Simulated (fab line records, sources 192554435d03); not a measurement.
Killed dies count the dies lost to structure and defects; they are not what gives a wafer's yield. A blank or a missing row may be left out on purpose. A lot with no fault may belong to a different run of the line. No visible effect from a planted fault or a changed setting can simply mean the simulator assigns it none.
The tool behind it: which one? | flow n5_finfet | 24 lots, 72 wafers sampled, at 6 steps of a route of 1938

== WHAT EACH GAUGE READ, for each wafer ==
N5_BEOL_M1_RS_MEAS_58: measures by four-point-probe. Usual: for M1_RS the level is 0.671 ohm/sq and the standard deviation is 0.028.
lot  | measured     | on            | M1_RS (ohm/sq)    | flag
L074 | day 7 01:51  | film_metro-02 | 0.668 0.649 0.709 |
L075 | day 7 08:14  | film_metro-01 | 0.685 0.650 0.651 |
L077 | day 7 10:04  | film_metro-02 | 0.723 0.668 0.675 |
L078 | day 7 13:04  | film_metro-01 | 0.698 0.696 0.670 |
L076 | day 7 14:33  | film_metro-02 | 0.704 0.673 0.656 |
L079 | day 7 18:24  | film_metro-02 | 0.646 0.649 0.629 |
L080 | day 7 20:08  | film_metro-01 | 0.644 0.678 0.638 |
L081 | day 8 10:23  | film_metro-01 | 0.661 0.648 0.644 |
L083 | day 8 18:50  | film_metro-01 | 0.718 0.685 0.687 |
L082 | day 8 21:40  | film_metro-01 | 0.668 0.651 0.637 |
L084 | day 9 04:34  | film_metro-01 | 0.639 0.655 0.635 |
L085 | day 9 08:23  | film_metro-01 | 0.660 0.675 0.621 |
L086 | day 9 10:31  | film_metro-02 | 0.710 0.678 0.640 |
L087 | day 9 19:07  | film_metro-01 | 0.685 0.627 0.628 |
L088 | day 10 13:38 | film_metro-02 | 0.721 0.664 0.660 |
L089 | day 10 13:26 | film_metro-01 | 0.682 0.640 0.685 |
L090 | day 10 16:58 | film_metro-02 | 0.671 0.713 0.694 |
L092 | day 10 23:29 | film_metro-02 | 0.712 0.694 0.695 |
L091 | day 11 06:44 | film_metro-02 | 0.664 0.615 0.650 |
L093 | day 11 10:49 | film_metro-02 | 0.751 0.680 0.710 |
L094 | day 11 13:37 | film_metro-02 | 0.744 0.674 0.667 |
L095 | day 11 15:44 | film_metro-02 | 0.730 0.641 0.636 |
L096 | day 11 20:21 | film_metro-02 | 0.691 0.694 0.671 |
L097 | day 12 23:31 | film_metro-02 | 0.671 0.634 0.635 |

N5_BEOL_M2_OVL_MEAS_12. Usual: for M2_OVL the level is -0.3 nm and the standard deviation is 0.7.
lot  | measured     | on         | M2_OVL (nm)    | flag
L074 | day 7 02:46  | overlay-01 | -0.4 -0.2 -0.3 |
L075 | day 7 09:32  | overlay-02 | 0.5 -0.4 -0.6  |
L077 | day 7 12:37  | overlay-02 | -0.6 0.7 0.4   |
L078 | day 7 14:22  | overlay-01 | -0.6 -0.6 -0.2 |
L076 | day 7 16:03  | overlay-01 | 0.2 -0.6 -0.4  |
L079 | day 7 20:09  | overlay-01 | -0.2 0.9 0.5   |
L080 | day 7 21:16  | overlay-01 | -0.1 -0.4 0.0  |
L081 | day 8 13:52  | overlay-02 | -0.1 0.9 0.8   |
L083 | day 8 21:13  | overlay-01 | 0.2 0.0 0.0    |
L082 | day 9 00:44  | overlay-01 | 0.4 -0.3 -0.6  |
L084 | day 9 05:13  | overlay-01 | 0.3 -0.3 0.6   |
L085 | day 9 09:34  | overlay-02 | -0.7 -1.1 -0.1 |
L086 | day 9 15:26  | overlay-02 | -0.9 0.6 -1.0  |
L087 | day 9 22:41  | overlay-01 | -0.1 0.2 -0.1  |
L088 | day 10 15:22 | overlay-01 | -0.4 0.0 0.1   |
L089 | day 10 15:11 | overlay-01 | -1.0 -1.7 -1.6 |
L090 | day 10 20:19 | overlay-01 | -0.5 -1.1 -0.7 |
L092 | day 11 00:16 | overlay-01 | 0.4 -0.5 0.3   |
L091 | day 11 07:39 | overlay-02 | -0.8 -1.7 -1.4 |
L093 | day 11 11:33 | overlay-01 | 0.6 0.1 -1.1   |
L094 | day 11 14:16 | overlay-02 | -1.5 -0.9 -0.6 |
L095 | day 11 17:19 | overlay-01 | -1.0 -0.3 -1.0 |
L096 | day 11 21:58 | overlay-02 | -0.6 0.4 -0.8  |
L097 | day 13 01:20 | overlay-02 | 0.1 -0.5 -0.3  |

== WHICH TOOL RAN EACH LOT (tool, then ch and the chambers of the sampled wafers, then the start) ==
lot  | N5_BEOL_M1_ANNEAL_82         | N5_BEOL_M1_ANNEAL_87         | N5_BEOL_M1_SPUTTER_88        | N5_BEOL_M1_CMP_52
L074 | pvd_sputter-01, day 6 23:32  | pvd_sputter-01, day 6 23:45  | pvd_sputter-01, day 6 23:53  | cmp-03 ch 1,2,3, day 7 01:16
L075 | pvd_sputter-02, day 7 05:56  | pvd_sputter-02, day 7 06:10  | pvd_sputter-02, day 7 06:18  | cmp-01 ch 1,2,3, day 7 07:45
L077 | pvd_sputter-02, day 7 07:47  | pvd_sputter-02, day 7 08:00  | pvd_sputter-02, day 7 08:08  | cmp-02 ch 1,2, day 7 09:33
L078 | pvd_sputter-01, day 7 10:47  | pvd_sputter-01, day 7 11:00  | pvd_sputter-01, day 7 11:08  | cmp-03 ch 0,2,3, day 7 12:35
L076 | pvd_sputter-03, day 7 12:10  | pvd_sputter-03, day 7 12:23  | pvd_sputter-03, day 7 12:32  | cmp-02 ch 0,1,3, day 7 13:59
L079 | pvd_sputter-02, day 7 15:06  | pvd_sputter-02, day 7 15:19  | pvd_sputter-02, day 7 15:28  | cmp-01 ch 1,2,3, day 7 17:37
L080 | pvd_sputter-02, day 7 17:50  | pvd_sputter-02, day 7 18:03  | pvd_sputter-02, day 7 18:11  | cmp-03 ch 0,2, day 7 19:37
L081 | pvd_sputter-03, day 8 07:59  | pvd_sputter-03, day 8 08:12  | pvd_sputter-03, day 8 08:20  | cmp-01 ch 0,3, day 8 09:43
L083 | pvd_sputter-01, day 8 16:33  | pvd_sputter-01, day 8 16:46  | pvd_sputter-01, day 8 16:55  | cmp-03 ch 2,3, day 8 18:19
L082 | pvd_sputter-01, day 8 19:23  | pvd_sputter-01, day 8 19:36  | pvd_sputter-01, day 8 19:44  | cmp-03 ch 0,2,3, day 8 21:09
L084 | pvd_sputter-02, day 9 02:17  | pvd_sputter-02, day 9 02:30  | pvd_sputter-02, day 9 02:38  | cmp-01 ch 0,2,3, day 9 04:03
L085 | pvd_sputter-03, day 9 06:01  | pvd_sputter-03, day 9 06:14  | pvd_sputter-03, day 9 06:22  | cmp-03 ch 0,2, day 9 07:49
L086 | pvd_sputter-01, day 9 07:54  | pvd_sputter-01, day 9 08:07  | pvd_sputter-01, day 9 08:16  | cmp-03 ch 0,1,3, day 9 09:48
L087 | pvd_sputter-03, day 9 16:44  | pvd_sputter-03, day 9 16:57  | pvd_sputter-03, day 9 17:05  | cmp-01 ch 0,2,3, day 9 18:38
L088 | pvd_sputter-02, day 10 11:05 | pvd_sputter-02, day 10 11:18 | pvd_sputter-02, day 10 11:26 | cmp-03 ch 2,3, day 10 13:05
L089 | pvd_sputter-03, day 10 11:08 | pvd_sputter-03, day 10 11:22 | pvd_sputter-03, day 10 11:30 | cmp-01 ch 0,2,3, day 10 12:52
L090 | pvd_sputter-03, day 10 14:13 | pvd_sputter-03, day 10 14:26 | pvd_sputter-03, day 10 14:34 | cmp-03 ch 0,1,3, day 10 16:25
L092 | pvd_sputter-03, day 10 21:11 | pvd_sputter-03, day 10 21:24 | pvd_sputter-03, day 10 21:32 | cmp-02 ch 0,1,2, day 10 22:55
L091 | pvd_sputter-01, day 11 04:27 | pvd_sputter-01, day 11 04:40 | pvd_sputter-01, day 11 04:49 | cmp-03 ch 1,2,3, day 11 06:11
L093 | pvd_sputter-03, day 11 08:31 | pvd_sputter-03, day 11 08:44 | pvd_sputter-03, day 11 08:52 | cmp-03 ch 0,1,3, day 11 10:18
L094 | pvd_sputter-02, day 11 11:19 | pvd_sputter-02, day 11 11:32 | pvd_sputter-02, day 11 11:41 | cmp-02 ch 0,2,3, day 11 13:08
L095 | pvd_sputter-02, day 11 13:10 | pvd_sputter-02, day 11 13:23 | pvd_sputter-02, day 11 13:31 | cmp-02 ch 0,1, day 11 15:11
L096 | pvd_sputter-01, day 11 18:03 | pvd_sputter-01, day 11 18:16 | pvd_sputter-01, day 11 18:25 | cmp-01 ch 0,3, day 11 19:49
L097 | pvd_sputter-01, day 12 21:14 | pvd_sputter-01, day 12 21:27 | pvd_sputter-01, day 12 21:35 | cmp-01 ch 1,2,3, day 12 23:00
- N5_BEOL_M1_ANNEAL_82: time 240 s.
- N5_BEOL_M1_ANNEAL_87: time 240 s.
- N5_BEOL_M1_SPUTTER_88: material Cu, target thk 4.5 nm, time 8.29 s.
- N5_BEOL_M1_CMP_52: polishes, stops on SiOC, t overpolish 6.8 s, target thk 40 nm.

== WHAT THE TOOLS THEMSELVES READ (means of the sampled wafers that have a number; where no wafer has one, the mark that the record gives instead) ==
N5_BEOL_M1_ANNEAL_82. Usual: heater_power_w reads 816 W (standard deviation 95).
lot  | tool           | heater_power_w (W) | flag
L074 | pvd_sputter-01 | 755                |
L075 | pvd_sputter-02 | 773                |
L077 | pvd_sputter-02 | 779                |
L078 | pvd_sputter-01 | 765                |
L076 | pvd_sputter-03 | 892                |
L079 | pvd_sputter-02 | 794                |
L080 | pvd_sputter-02 | 753                |
L081 | pvd_sputter-03 | 853                |
L083 | pvd_sputter-01 | 751                |
L082 | pvd_sputter-01 | 726                |
L084 | pvd_sputter-02 | 800                |
L085 | pvd_sputter-03 | 823                |
L086 | pvd_sputter-01 | 645                |
L087 | pvd_sputter-03 | 870                |
L088 | pvd_sputter-02 | 827                |
L089 | pvd_sputter-03 | 844                |
L090 | pvd_sputter-03 | 861                |
L092 | pvd_sputter-03 | 855                |
L091 | pvd_sputter-01 | 837                |
L093 | pvd_sputter-03 | 860                |
L094 | pvd_sputter-02 | 790                |
L095 | pvd_sputter-02 | 760                |
L096 | pvd_sputter-01 | 855                |
L097 | pvd_sputter-01 | 843                |

N5_BEOL_M1_ANNEAL_87. Usual: heater_power_w reads 815 W (standard deviation 97).
lot  | tool           | heater_power_w (W) | flag
L074 | pvd_sputter-01 | 747                |
L075 | pvd_sputter-02 | 772                |
L077 | pvd_sputter-02 | 780                |
L078 | pvd_sputter-01 | 743                |
L076 | pvd_sputter-03 | 883                |
L079 | pvd_sputter-02 | 798                |
L080 | pvd_sputter-02 | 754                |
L081 | pvd_sputter-03 | 855                |
L083 | pvd_sputter-01 | 762                |
L082 | pvd_sputter-01 | 716                |
L084 | pvd_sputter-02 | 800                |
L085 | pvd_sputter-03 | 839                |
L086 | pvd_sputter-01 | 647                |
L087 | pvd_sputter-03 | 874                |
L088 | pvd_sputter-02 | 820                |
L089 | pvd_sputter-03 | 847                |
L090 | pvd_sputter-03 | 848                |
L092 | pvd_sputter-03 | 858                |
L091 | pvd_sputter-01 | 814                |
L093 | pvd_sputter-03 | 858                |
L094 | pvd_sputter-02 | 800                |
L095 | pvd_sputter-02 | 758                |
L096 | pvd_sputter-01 | 872                |
L097 | pvd_sputter-01 | 829                |

N5_BEOL_M1_SPUTTER_88. Usual: chamber_pressure_pa 0.07001 Pa, standard deviation 0.00014; throttle_valve_pct 30.1 %, standard deviation 1.1.
lot  | tool           | chamber_pressure_pa (Pa) | throttle_valve_pct (%) | flag
L074 | pvd_sputter-01 | 0.06980                  | 30.6                   |
L075 | pvd_sputter-02 | 0.06989                  | 29.9                   |
L077 | pvd_sputter-02 | 0.07001                  | 29.1                   |
L078 | pvd_sputter-01 | 0.06982                  | 30.6                   |
L076 | pvd_sputter-03 | 0.06998                  | 29.8                   |
L079 | pvd_sputter-02 | 0.07003                  | 30.7                   |
L080 | pvd_sputter-02 | 0.07004                  | 29.4                   |
L081 | pvd_sputter-03 | 0.06996                  | 30.4                   |
L083 | pvd_sputter-01 | 0.06993                  | 30.4                   |
L082 | pvd_sputter-01 | 0.07020                  | 29.9                   |
L084 | pvd_sputter-02 | 0.07004                  | 30.6                   |
L085 | pvd_sputter-03 | 0.07003                  | 29.9                   |
L086 | pvd_sputter-01 | 0.06998                  | 30.6                   |
L087 | pvd_sputter-03 | 0.06995                  | 29.6                   |
L088 | pvd_sputter-02 | 0.06991                  | 29.2                   |
L089 | pvd_sputter-03 | 0.06999                  | 30.1                   |
L090 | pvd_sputter-03 | 0.06990                  | 30.5                   |
L092 | pvd_sputter-03 | 0.06998                  | 29.6                   |
L091 | pvd_sputter-01 | 0.07008                  | 29.8                   |
L093 | pvd_sputter-03 | 0.07011                  | 29.6                   |
L094 | pvd_sputter-02 | 0.07010                  | 29.7                   |
L095 | pvd_sputter-02 | 0.06999                  | 29.5                   |
L096 | pvd_sputter-01 | 0.06989                  | 30.2                   |
L097 | pvd_sputter-01 | 0.06998                  | 29.7                   |

N5_BEOL_M1_CMP_52. Usual: barrier_field_endpoint_s 24.5 s, standard deviation 0.53; motor_current_A 6.2 A, standard deviation 0.69; overpolish_run_s 6.799 s, standard deviation 0.0091; pad_life_wafers 920, standard deviation 700; retaining_ring_pressure_frac 1.000, standard deviation 0.0046; time_to_endpoint_s 62.0 s, standard deviation 2.7.
lot  | tool   | barrier_field_endpoint_s (s) | motor_current_A (A) | overpolish_run_s (s) | pad_life_wafers | retaining_ring_pressure_frac | time_to_endpoint_s (s) | flag
L074 | cmp-03 | 24.6                         | 6.5                 | 6.800                | 1999            | 1.000                        | 62.0                   |
L075 | cmp-01 | 24.8                         | 6.1                 | 6.792                | 1154            | 0.995                        | 64.1                   |
L077 | cmp-02 | 24.0                         | 5.7                 | 6.802                | 1459            | 0.997                        | 59.1                   |
L078 | cmp-03 | 24.9                         | 6.8                 | 6.811                | 20              | 1.001                        | 59.6                   |
L076 | cmp-02 | 24.2                         | 5.6                 | 6.798                | 1501            | 1.000                        | 62.0                   |
L079 | cmp-01 | 24.9                         | 6.0                 | 6.799                | 1262            | 0.998                        | 64.8                   |
L080 | cmp-03 | 24.2                         | 6.2                 | 6.804                | 68              | 1.001                        | 60.1                   |
L081 | cmp-01 | 24.8                         | 6.0                 | 6.799                | 1374            | 0.997                        | 60.8                   |
L083 | cmp-03 | 24.7                         | 7.2                 | 6.802                | 235             | 0.999                        | 61.1                   |
L082 | cmp-03 | 24.5                         | 6.5                 | 6.801                | 266             | 1.000                        | 59.9                   |
L084 | cmp-01 | 25.2                         | 6.1                 | 6.790                | 1532            | 0.998                        | 66.1                   |
L085 | cmp-03 | 24.7                         | 6.2                 | 6.798                | 367             | 0.995                        | 61.6                   |
L086 | cmp-03 | 24.9                         | 6.3                 | 6.801                | 380             | 0.998                        | 61.2                   |
L087 | cmp-01 | 24.4                         | 5.8                 | 6.800                | 1646            | 1.002                        | 62.3                   |
L088 | cmp-03 | 24.1                         | 7.4                 | 6.808                | 600             | 1.000                        | 61.2                   |
L089 | cmp-01 | 24.9                         | 5.9                 | 6.802                | 1783            | 1.000                        | 62.8                   |
L090 | cmp-03 | 24.0                         | 6.5                 | 6.802                | 631             | 1.003                        | 62.0                   |
L092 | cmp-02 | 23.6                         | 5.7                 | 6.801                | 2071            | 0.993                        | 58.2                   |
L091 | cmp-03 | 25.2                         | 6.8                 | 6.793                | 739             | 0.999                        | 64.8                   |
L093 | cmp-03 | 24.5                         | 6.4                 | 6.806                | 782             | 1.001                        | 63.6                   |
L094 | cmp-02 | 24.1                         | 5.4                 | 6.809                | 20              | 0.999                        | 61.2                   |
L095 | cmp-02 | 24.0                         | 6.1                 | 6.800                | 38              | 1.005                        | 59.1                   |
L096 | cmp-01 | 24.2                         | 6.2                 | 6.792                | 2042            | 1.000                        | 61.8                   |
L097 | cmp-01 | 24.8                         | 6.0                 | 6.798                | 122             | 0.999                        | 65.5                   |

== THE ANSWER, worked out from the rows above alone ==
Rule: lot off if the mean of its wafers having a number is beyond 3 standard deviations from the usual mean. Also off: a lot with no number at a reading for which 4 or more lots have one. Where the step has rows for the other lots, those lots are counted as sound. The gauges are gone through in route order, then the tools' own readings, and for those a lot's mean is taken as printed above. The first step at which some lot is off is used, and at that step the reading that is off furthest; a lot without a number counts as furthest.
Across all readings shown, no lot is off: no conclusion can be drawn from this.

== WHAT THE SIMULATOR HAD PUT IN ==
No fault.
